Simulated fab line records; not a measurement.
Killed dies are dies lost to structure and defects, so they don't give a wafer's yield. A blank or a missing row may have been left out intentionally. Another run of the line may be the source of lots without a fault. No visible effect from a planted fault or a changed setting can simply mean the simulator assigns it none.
fab line records    flow n5-finfet    part 1 of 2: steps 1 to 21 of 30
record lots=5  wafers=15  last-day=18
route steps=1938 shown BEOL_M7@1302
lots untouched by any fault: they come from a run of this same line in which no faults occurred
start-h: hours from the record's first day to the start of the lot's first wafer shown    wait-h: hours since the lot's step before    " the same as in the row above    L1.1+2: a row that stands for several wafers    - either no value or no given start    * or withheld: withheld    < > ~ a bound
route shown NAME@n: NAME is a module with steps in the file, n the number in the route of the first one    usual: mean and standard deviation over wafers with no fault    same: alike in all rows    chamber/n: place in a boat    sites: each site's reading    _std_site: the values' standard deviation    _edge_site: mean of outer sites minus mean of inner sites    radius-mm: how far each site lies from the wafer's centre    mask NAME#n: copy n    behind: tool/chamber where the wafer was last shaped    hold: what put the lot on hold/how long, in hours/how the hold closed    device: names the non-switching transistor (n, p or np)    end of line: tests of these same wafers at the route's end    a step without rows: its recipe alone    killed: at the first sort, the dies lost to defects and structure; wafer yield is something else    map: a wafer's dies, marking killed ones x, the rest . and places with no die _
set.NAME: the setting as run; set.NAME@STEP: as run at that earlier step    model.NAME: the simulator's own value behind a step, which no gauge read
lots at selected steps of the route; one table per step, one row per wafer
services: the hour from which a tool's chamber was out of use, counted from the record's first day as start-h (under 0 if before that day), plus the number of hours and why
## steps
# step N5_BEOL_M7_ETCH_66
# recipe chemistry=N2/H2  target=SOC  target-depth-a=800  overetch-a=160  mask-material=SiARC  temp-c=40  time-s=120  ion-energy-ev=200  pressure-mtorr=30  source-w=840  bias-w=150  n2-flow-sccm=200  h2-flow-sccm=200
# usual drypump-motor-current-A=5.7/0.46  oes-product-au=0.61/0.052  rf-vpp-V=524.1/2.8  showerhead-plenum-p-Torr=2.55/0.1  throttle-valve-pct=17.84/0.23
lot.wafer  tool         chamber  start-h  wait-h  drypump-motor-current-A  oes-product-au  rf-hours-counter-h  rf-vpp-V  showerhead-plenum-p-Torr  throttle-valve-pct
L074.1     rie-diel-05  3        193.09   0.0     5.3                      0.54            235                 522.4     2.51                      17.74
L074.5     "            2        "        "       5.4                      0.66            -                   527.0     2.68                      17.81
L074.6     "            1        "        "       5.3                      0.66            -                   527.2     2.69                      17.60
L086.1     rie-diel-03  0        267.48   0.0     5.4                      0.56            177                 523.8     2.53                      17.95
L086.2     "            1        "        "       6.0                      0.55            216                 519.1     2.40                      17.83
L086.6     "            1        "        "       6.0                      0.55            -                   520.7     2.40                      17.84
L091.1     rie-diel-04  3        297.04   0.0     6.0                      0.55            192                 521.5     2.42                      17.85
L091.2     "            1        "        "       5.5                      0.61            86                  521.7     2.46                      18.21
L091.5     "            1        "        "       5.4                      0.61            -                   520.4     2.46                      18.23
L092.1     rie-diel-05  1        303.91   0.0     5.4                      0.63            96                  528.2     2.68                      17.64
L092.2     "            0        "        "       6.3                      0.62            90                  522.5     2.47                      18.15
L092.3     "            2        "        "       5.4                      0.62            110                 527.0     2.67                      17.90
L095.4     rie-diel-03  0        311.52   0.0     5.4                      0.56            -                   522.9     2.53                      17.97
L095.5     "            3        "        "       6.1                      0.66            -                   527.2     2.70                      18.02
L095.6     "            1        "        "       5.9                      0.54            -                   518.6     2.39                      17.86
# step N5_BEOL_M7_STRIP_69
# recipe chemistry=N2/H2  temp-c=40  n2-flow-sccm=200  h2-flow-sccm=200  rf-frequency-hz=6e+07
lot.wafer   tool         chamber  start-h  wait-h
L074.1+5+6  rie-diel-05  3,2,1    193.17   0.0
L086.1+2+6  rie-diel-03  0,1,1    267.57   0.0
L091.1+2+5  rie-diel-04  3,1,1    297.12   0.0
L092.1+2+3  rie-diel-05  1,0,2    303.99   0.0
L095.4+5+6  rie-diel-03  0,3,1    311.56   0.0
# step N5_BEOL_M7_STRIP_73
# recipe chemistry=N2/H2  temp-c=40  n2-flow-sccm=200  h2-flow-sccm=200  rf-frequency-hz=6e+07
lot.wafer   tool         chamber  start-h  wait-h
L074.1+5+6  rie-diel-05  3,2,1    193.18   0.0
L086.1+2+6  rie-diel-03  0,1,1    267.58   0.0
L091.1+2+5  rie-diel-04  3,1,1    297.13   0.0
L092.1+2+3  rie-diel-05  1,0,2    304.00   0.0
L095.4+5+6  rie-diel-03  0,3,1    311.57   0.0
# step N5_BEOL_M7_VIA_ETCH_34
# recipe chemistry=C4F6/O2  target=SiCOH_lowk  target-depth-a=1255  mask-material=SOC  taper-deg=4  time-s=50.5  ion-energy-ev=250  pressure-mtorr=30  source-w=345  bias-w=185  Ar_flow_sccm=300  C4F6_flow_sccm=10  O2_flow_sccm=10
# usual drypump-motor-current-A=5.7/0.46  oes-product-au=0.80/0.071  rf-vpp-V=661/6.6  showerhead-plenum-p-Torr=2.85/0.1  throttle-valve-pct=20.90/0.22
lot.wafer  tool         chamber  start-h  wait-h  drypump-motor-current-A  oes-product-au  rf-hours-counter-h  rf-vpp-V  showerhead-plenum-p-Torr  throttle-valve-pct
L074.1     rie-diel-05  3        193.19   0.0     5.3                      0.70            235                 660       2.82                      20.85
L074.5     "            2        "        "       5.4                      0.85            -                   671       2.99                      20.75
L074.6     "            1        "        "       5.4                      0.88            -                   661       3.00                      20.68
L086.1     rie-diel-03  0        267.59   0.0     5.4                      0.73            177                 667       2.84                      21.11
L086.2     "            1        "        "       6.0                      0.72            216                 652       2.71                      20.94
L086.6     "            1        "        "       6.0                      0.71            -                   650       2.71                      20.94
L091.1     rie-diel-04  3        297.14   0.0     6.0                      0.72            193                 648       2.71                      20.84
L091.2     "            1        "        "       5.3                      0.81            86                  649       2.77                      21.31
L091.5     "            1        "        "       5.3                      0.81            -                   650       2.77                      21.30
L092.1     rie-diel-05  1        304.01   0.0     5.3                      0.82            96                  661       2.99                      20.73
L092.2     "            0        "        "       6.3                      0.81            90                  666       2.76                      21.18
L092.3     "            2        "        "       5.5                      0.81            110                 670       2.97                      20.79
L095.4     rie-diel-03  0        311.60   0.0     5.4                      0.73            -                   668       2.83                      21.13
L095.5     "            3        "        "       6.1                      0.87            -                   665       3.02                      21.08
L095.6     "            1        "        "       6.0                      0.70            -                   650       2.70                      20.95
# step N5_BEOL_M7_STRIP_76
# recipe chemistry=C4F6/O2  resist=SiARC  rf-frequency-hz=6e+07
lot.wafer   tool         chamber  start-h  wait-h
L074.1+5+6  rie-diel-05  3,2,1    193.24   0.0
L086.1+2+6  rie-diel-03  0,1,1    267.63   0.0
L091.1+2+5  rie-diel-04  3,1,1    297.19   0.0
L092.1+2+3  rie-diel-05  1,0,2    304.06   0.0
L095.4+5+6  rie-diel-03  0,3,1    311.63   0.0
# step N5_BEOL_M7_STRIP_36
# recipe chemistry=N2/H2  power-w=450  temp-c=40  pressure-mtorr=20  rf-frequency-hz=6e+07  overash-fraction=0.3  bias-power-w=7  h2-frac=0.5  n2-flow-sccm=200  h2-flow-sccm=200
# usual drypump-motor-current-A=5.7/0.46  oes-product-au=0.80/0.071  rf-vpp-V=59.2/1.5  showerhead-plenum-p-Torr=2.55/0.1  throttle-valve-pct=23.7/0.31
lot.wafer  tool         chamber  start-h  wait-h  drypump-motor-current-A  oes-product-au  rf-hours-counter-h  rf-vpp-V  showerhead-plenum-p-Torr  throttle-valve-pct
L074.1     rie-diel-05  3        193.25   0.0     5.3                      0.71            235                 61.5      2.50                      23.5
L074.5     "            2        "        "       5.4                      0.85            -                   60.1      2.68                      23.8
L074.6     "            1        "        "       5.3                      0.87            -                   60.3      2.69                      23.4
L086.1     rie-diel-03  0        267.64   0.0     5.4                      0.73            177                 59.0      2.53                      23.6
L086.2     "            1        "        "       6.0                      0.71            216                 55.4      2.40                      23.6
L086.6     "            1        "        "       6.0                      0.71            -                   61.5      2.40                      23.6
L091.1     rie-diel-04  3        297.20   0.0     6.0                      0.72            193                 59.3      2.41                      23.7
L091.2     "            1        "        "       5.4                      0.81            86                  60.2      2.46                      24.2
L091.5     "            1        "        "       5.3                      0.82            -                   57.0      2.46                      24.2
L092.1     rie-diel-05  1        304.07   0.0     5.3                      0.82            96                  57.9      2.67                      23.5
L092.2     "            0        "        "       6.3                      0.81            90                  60.2      2.46                      24.1
L092.3     "            2        "        "       5.5                      0.81            110                 61.0      2.66                      23.9
L095.4     rie-diel-03  0        311.65   0.0     5.4                      0.72            -                   59.1      2.52                      23.6
L095.5     "            3        "        "       6.1                      0.86            -                   62.2      2.69                      24.0
L095.6     "            1        "        "       6.0                      0.71            -                   58.9      2.39                      23.6
# step N5_BEOL_M7_TRENCH_ETCH_37
# recipe chemistry=C4F6/O2  target-depth-a=934.78  target=SiCOH_lowk  time-s=31.2  ion-energy-ev=250  pressure-mtorr=30  source-w=345  bias-w=185  Ar_flow_sccm=300  C4F6_flow_sccm=10  O2_flow_sccm=10
# usual drypump-motor-current-A=5.7/0.46  oes-product-au=0.80/0.071  rf-vpp-V=661/6.7  showerhead-plenum-p-Torr=2.85/0.1  throttle-valve-pct=20.93/0.22
lot.wafer  tool         chamber  start-h  wait-h  drypump-motor-current-A  oes-product-au  rf-hours-counter-h  rf-vpp-V  showerhead-plenum-p-Torr  throttle-valve-pct
L074.1     rie-diel-05  3        -        -       5.3                      0.70            235                 660       2.82                      20.86
L074.5     "            2        "        "       5.4                      0.85            -                   668       2.99                      20.79
L074.6     "            1        "        "       5.3                      0.87            -                   660       3.00                      20.72
L086.1     rie-diel-03  0        -        -       5.4                      0.73            177                 668       2.84                      21.15
L086.2     "            1        "        "       6.0                      0.71            216                 651       2.71                      20.96
L086.6     "            1        "        "       6.0                      0.71            -                   651       2.71                      20.97
L091.1     rie-diel-04  3        -        -       6.0                      0.72            193                 649       2.71                      20.86
L091.2     "            1        "        "       5.4                      0.81            86                  649       2.77                      21.33
L091.5     "            1        "        "       5.4                      0.80            -                   649       2.77                      21.33
L092.1     rie-diel-05  1        -        -       5.4                      0.83            96                  660       2.99                      20.77
L092.2     "            0        "        "       6.3                      0.82            90                  666       2.76                      21.22
L092.3     "            2        "        "       5.4                      0.81            110                 670       2.97                      20.83
L095.4     rie-diel-03  0        -        -       5.4                      0.72            -                   667       2.83                      21.17
L095.5     "            3        "        "       6.0                      0.87            -                   664       3.02                      21.12
L095.6     "            1        "        "       5.9                      0.71            -                   650       2.70                      20.99
# step N5_BEOL_M7_ETCH_41
# recipe chemistry=CH3F/O2  target=SiCN  target-depth-a=319  taper-deg=2  time-s=57.8  ion-energy-ev=120  mask-material=TiN  pressure-mtorr=30  source-w=395  bias-w=75  Ar_flow_sccm=150  CH3F_flow_sccm=30  O2_flow_sccm=20
# usual drypump-motor-current-A=5.7/0.46  oes-product-au=0.80/0.072  rf-vpp-V=297.3/1.7  showerhead-plenum-p-Torr=2.01/0.077  throttle-valve-pct=16.32/0.2
lot.wafer  tool         chamber  start-h  wait-h  drypump-motor-current-A  oes-product-au  rf-hours-counter-h  rf-vpp-V  showerhead-plenum-p-Torr  throttle-valve-pct
L074.1     rie-diel-05  3        -        -       5.4                      0.69            235                 296.6     1.98                      16.31
L074.5     "            2        "        "       5.4                      0.85            -                   299.0     2.10                      16.17
L074.6     "            1        "        "       5.3                      0.87            -                   299.9     2.11                      16.08
L086.1     rie-diel-03  0        -        -       5.4                      0.74            177                 297.0     1.99                      16.56
L086.2     "            1        "        "       6.0                      0.72            216                 296.3     1.90                      16.42
L086.6     "            1        "        "       6.0                      0.72            -                   294.2     1.90                      16.40
L091.1     rie-diel-04  3        -        -       6.0                      0.72            193                 296.0     1.90                      16.32
L091.2     "            1        "        "       5.4                      0.80            86                  293.8     1.94                      16.63
L091.5     "            1        "        "       5.4                      0.81            -                   296.6     1.94                      16.66
L092.1     rie-diel-05  1        -        -       5.3                      0.83            96                  299.3     2.10                      16.14
L092.2     "            0        "        "       6.3                      0.82            90                  296.2     1.94                      16.53
L092.3     "            2        "        "       5.4                      0.81            111                 299.7     2.09                      16.25
L095.4     rie-diel-03  0        -        -       5.4                      0.72            -                   297.1     1.99                      16.60
L095.5     "            3        "        "       6.1                      0.86            -                   300.0     2.12                      16.43
L095.6     "            1        "        "       5.9                      0.70            -                   294.8     1.90                      16.44
# step N5_BEOL_M7_STRIP_80
# recipe chemistry=N2/H2  time-s=10  power-w=450  temp-c=40  pressure-mtorr=20  rf-frequency-hz=6e+07  bias-power-w=7  n2-flow-sccm=200  h2-flow-sccm=200
# usual drypump-motor-current-A=5.7/0.46  oes-product-au=0.80/0.071  rf-vpp-V=59.1/0.81  showerhead-plenum-p-Torr=2.55/0.1  throttle-valve-pct=23.7/0.31
lot.wafer  tool         chamber  start-h  wait-h  drypump-motor-current-A  oes-product-au  rf-hours-counter-h  rf-vpp-V  showerhead-plenum-p-Torr  throttle-valve-pct
L074.1     rie-diel-05  3        -        -       5.4                      0.70            235                 58.5      2.50                      23.5
L074.5     "            2        "        "       5.5                      0.86            -                   59.3      2.68                      23.9
L074.6     "            1        "        "       5.3                      0.86            -                   60.1      2.69                      23.4
L086.1     rie-diel-03  0        -        -       5.4                      0.74            177                 61.2      2.53                      23.6
L086.2     "            1        "        "       6.0                      0.72            216                 60.4      2.40                      23.6
L086.6     "            1        "        "       6.0                      0.71            -                   58.5      2.40                      23.6
L092.1     rie-diel-05  1        -        -       5.3                      0.83            96                  59.3      2.67                      23.5
L092.2     "            0        "        "       6.4                      0.81            90                  58.2      2.46                      24.1
L092.3     "            2        "        "       5.4                      0.81            111                 60.6      2.66                      23.9
L095.4     rie-diel-03  0        -        -       5.4                      0.72            -                   59.3      2.52                      23.6
L095.5     "            3        "        "       6.1                      0.87            -                   59.8      2.69                      24.0
L095.6     "            1        "        "       6.0                      0.70            -                   58.7      2.39                      23.6
L091.1     rie-diel-04  3        -        -       6.0                      0.71            193                 58.7      2.41                      23.7
L091.2     "            1        "        "       5.4                      0.81            86                  59.5      2.46                      24.2
L091.5     "            1        "        "       5.3                      0.81            -                   59.8      2.46                      24.3
# step N5_BEOL_M7_OCD_MEAS_38
# usual trench-depth-nm=93.8/1.4
lot.wafer  tool    chamber  start-h  wait-h  trench-depth-nm
L074.1     ocd-02  -        193.44   -       92.5
L074.5     "       -        "        "       94.1
L074.6     "       -        "        "       95.3
L086.1     ocd-02  -        267.83   -       93.0
L086.2     "       -        "        "       91.9
L086.6     "       -        "        "       93.2
L092.1     ocd-02  -        304.26   -       95.3
L092.2     "       -        "        "       95.4
L092.3     "       -        "        "       93.3
L095.4     ocd-02  -        311.83   -       92.9
L095.5     "       -        "        "       95.6
L095.6     "       -        "        "       94.0
L091.1     ocd-01  -        343.71   -       93.2
L091.2     "       -        "        "       94.9
L091.5     "       -        "        "       94.3
# step N5_BEOL_M7_HM_STRIP_39
# recipe chemistry=peroxide-tin-strip  material=TiN  target-depth-a=250  temp-c=50  time-s=158
lot.wafer   tool          chamber  start-h  wait-h
L074.1+5+6  wet-bench-02  2,6,1    193.47   0.0
L086.1+2+6  wet-bench-03  3,2,7    267.87   0.0
L092.1+2+3  wet-bench-05  6,3,0    304.30   0.0
L095.4+5+6  wet-bench-05  1,7,2    311.86   0.0
L091.1+2+5  wet-bench-05  1,3,7    343.74   0.0
# step N5_BEOL_M7_SRD_40
# recipe time-s=30  temp-c=23  rinse-liquid=diw  dry=ipa-marangoni
lot.wafer   tool          chamber  start-h  wait-h
L074.1+5+6  wet-bench-02  2,6,1    193.52   0.0
L086.1+2+6  wet-bench-03  3,2,7    267.91   0.0
L092.1+2+3  wet-bench-05  6,3,0    304.34   0.0
L095.4+5+6  wet-bench-05  1,7,2    311.91   0.0
L091.1+2+5  wet-bench-05  1,3,7    343.79   0.0
# step N5_BEOL_M7_PRECLEAN_42
# recipe chemistry=residue-remover  time-s=60  temp-c=40
lot.wafer   tool          chamber  start-h  wait-h
L074.1+5+6  wet-bench-02  2,6,1    193.54   0.0
L086.1+2+6  wet-bench-03  3,2,7    267.93   0.0
L092.1+2+3  wet-bench-05  6,3,0    304.36   0.0
L095.4+5+6  wet-bench-05  1,7,2    311.92   0.0
L091.1+2+5  wet-bench-05  1,3,7    343.81   0.0
# step N5_BEOL_M7_SRD_43
# recipe time-s=30  temp-c=23  rinse-liquid=diw  dry=ipa-marangoni
lot.wafer   tool          chamber  start-h  wait-h
L074.1+5+6  wet-bench-02  2,6,1    193.55   0.0
L086.1+2+6  wet-bench-03  3,2,7    267.95   0.0
L092.1+2+3  wet-bench-05  6,3,0    304.38   0.0
L095.4+5+6  wet-bench-05  1,7,2    311.94   0.0
L091.1+2+5  wet-bench-05  1,3,7    343.83   0.0
# step N5_BEOL_M7_CD_MEAS_35
# recipe target-cd-nm=40  polarity=opening
# usual cd-nm=40.0/0.51
lot.wafer  tool       chamber  start-h  wait-h  cd-nm
L074.1     cd-sem-01  -        193.59   0.0     40.6
L074.5     "          -        "        "       40.6
L074.6     "          -        "        "       40.1
L086.1     cd-sem-01  -        267.99   0.0     40.1
L086.2     "          -        "        "       39.6
L086.6     "          -        "        "       39.9
L092.1     cd-sem-03  -        304.42   0.0     40.1
L092.2     "          -        "        "       39.8
L092.3     "          -        "        "       39.5
L095.4     cd-sem-02  -        311.99   0.0     39.7
L095.5     "          -        "        "       39.8
L095.6     "          -        "        "       40.2
L091.1     cd-sem-01  -        343.87   0.0     40.6
L091.2     "          -        "        "       40.0
L091.5     "          -        "        "       40.5
# step N5_BEOL_M7_CURE_75
# recipe temp-c=370  time-s=120  ambient=DMADMS/He  material=SiCOH_lowk
# usual lamp-power-pct=52.31/0.053  wafer_temp_C_max=371.6/0.47
lot.wafer  tool        chamber  start-h  wait-h  lamp-power-pct  wafer_temp_C_max
L074.1     uv-cure-01  2        193.64   0.0     52.33           372.1
L074.5     "           2        "        "       52.37           371.4
L074.6     "           2        "        "       52.36           371.0
L086.1     uv-cure-02  1        268.03   0.0     52.33           371.6
L086.2     "           1        "        "       52.26           371.3
L086.6     "           1        "        "       52.29           371.0
L092.1     uv-cure-02  2        304.46   0.0     52.28           371.7
L092.2     "           2        "        "       52.39           371.8
L092.3     "           2        "        "       52.19           371.2
L095.4     uv-cure-01  2        312.17   0.2     52.31           371.2
L095.5     "           2        "        "       52.30           371.1
L095.6     "           2        "        "       52.31           371.6
L091.1     uv-cure-02  2        343.92   0.0     52.29           371.6
L091.2     "           2        "        "       52.39           371.3
L091.5     "           2        "        "       52.21           372.0
# step N5_BEOL_M7_DEGAS_44
# recipe ambient=vacuum  temp-c=250  time-s=60
# usual heater-power-w=298/36  susceptor-temp-C=249.98/0.2
lot.wafer  tool            chamber  start-h  wait-h  heater-power-w  susceptor-temp-C
L074.1     pvd-sputter-03  -        194.00   0.3     259             249.78
L074.5     "               -        "        "       289             249.92
L074.6     "               -        "        "       256             249.86
L086.1     pvd-sputter-01  -        268.89   0.8     262             249.58
L086.2     "               -        "        "       248             249.86
L086.6     "               -        "        "       249             249.68
L092.1     pvd-sputter-01  -        304.79   0.3     267             249.84
L092.2     "               -        "        "       254             250.16
L092.3     "               -        "        "       369             249.94
L095.4     pvd-sputter-03  -        312.38   0.2     284             249.90
L095.5     "               -        "        "       298             249.91
L095.6     "               -        "        "       254             249.67
L091.1     pvd-sputter-03  -        344.81   0.8     296             250.21
L091.2     "               -        "        "       263             250.08
L091.5     "               -        "        "       319             250.17
# step N5_BEOL_M7_PRE_CLEAN_45
# recipe gas=H2/He  time-s=30  temp-c=250
# usual heater-power-w=299/36  susceptor-temp-C=250.05/0.16
lot.wafer  tool            chamber  start-h  wait-h  heater-power-w  susceptor-temp-C
L074.1     pvd-sputter-03  -        194.04   0.0     260             250.16
L074.5     "               -        "        "       280             249.84
L074.6     "               -        "        "       264             250.34
L086.1     pvd-sputter-01  -        268.93   0.0     257             250.37
L086.2     "               -        "        "       253             250.13
L086.6     "               -        "        "       258             250.11
L092.1     pvd-sputter-01  -        304.83   0.0     263             249.98
L092.2     "               -        "        "       247             250.35
L092.3     "               -        "        "       371             250.15
L095.4     pvd-sputter-03  -        312.42   0.0     281             250.08
L095.5     "               -        "        "       293             249.94
L095.6     "               -        "        "       259             249.97
L091.1     pvd-sputter-03  -        344.85   0.0     298             250.19
L091.2     "               -        "        "       263             250.17
L091.5     "               -        "        "       327             249.96
# step N5_BEOL_M7_ALD_77
# recipe material=TaN  target-thk-a=20  temp-c=275  ald-precursor-family=PDMAT  ald-co-reactant=NH3  pressure-torr=3  carrier-flow-sccm=1500  pulse-time-s=2  purge-time-s=3  co-reactant-purge-time-s=2  co-reactant-pulse-time-s=3  ald-cycles=40  precursor-vessel-temp-c=75  precursor-vessel-pressure-torr=26.25  precursor-vessel-carrier-sccm=1000
# usual heater-power-w=435/38  susceptor-temp-C=275.02/0.19
# same co-reactant-pulse-time-s=3
lot.wafer  tool          chamber  start-h  wait-h  heater-power-w  susceptor-temp-C
L074.1     ald-metal-03  0        194.10   0.0     439             275.04
L074.5     "             1        "        "       390             275.04
L074.6     "             2        "        "       468             274.79
L086.1     ald-metal-04  1        269.01   0.1     473             274.72
L086.2     "             2        "        "       436             275.12
L086.6     "             3        "        "       420             275.02
L092.1     ald-metal-03  2        304.89   0.0     461             275.42
L092.2     "             0        "        "       440             275.12
L092.3     "             3        "        "       385             275.10
L095.4     ald-metal-04  3        312.50   0.1     419             274.88
L095.5     "             1        "        "       467             275.28
L095.6     "             0        "        "       465             275.19
L091.1     ald-metal-04  0        344.91   0.0     475             274.79
L091.2     "             3        "        "       415             275.03
L091.5     "             3        "        "       430             275.26
# step N5_BEOL_M7_SURFACE_TREAT_79
# recipe gas=Ar  time-s=*  ion-energy-ev=*  ion-current-ma-cm2=0.5  pressure-mtorr=*  ar-flow-sccm=30
# usual throttle-valve-pct=*
lot.wafer  tool            chamber  start-h  wait-h  throttle-valve-pct
L074.1     pvd-sputter-02  -        194.48   0.2     *
L074.5     "               -        "        "       *
L074.6     "               -        "        "       *
L086.1     pvd-sputter-02  -        269.31   0.2     *
L086.2     "               -        "        "       *
L086.6     "               -        "        "       *
L092.1     pvd-sputter-03  -        305.18   0.2     *
L092.2     "               -        "        "       *
L092.3     "               -        "        "       *
L095.4     pvd-sputter-01  -        312.81   0.2     *
L095.5     "               -        "        "       *
L095.6     "               -        "        "       *
L091.1     pvd-sputter-03  -        345.21   0.2     *
L091.2     "               -        "        "       *
L091.5     "               -        "        "       *
# step N5_BEOL_M7_CVD_78
# recipe material=Co  target-thk-a=20  temp-c=withheld  precursor=CCTBA/H2  pressure-torr=30  time-s=142.3
lot.wafer   tool       chamber  start-h  wait-h
L074.1+5+6  cvd-co-02  0,0,1    194.54   0.0
L086.1+2+6  cvd-co-02  1,2,0    269.37   0.0
L092.1+2+3  cvd-co-01  1,2,0    305.24   0.0
L095.4+5+6  cvd-co-02  1,0,2    312.92   0.1
L091.1+2+5  cvd-co-01  0,2,0    345.27   0.0
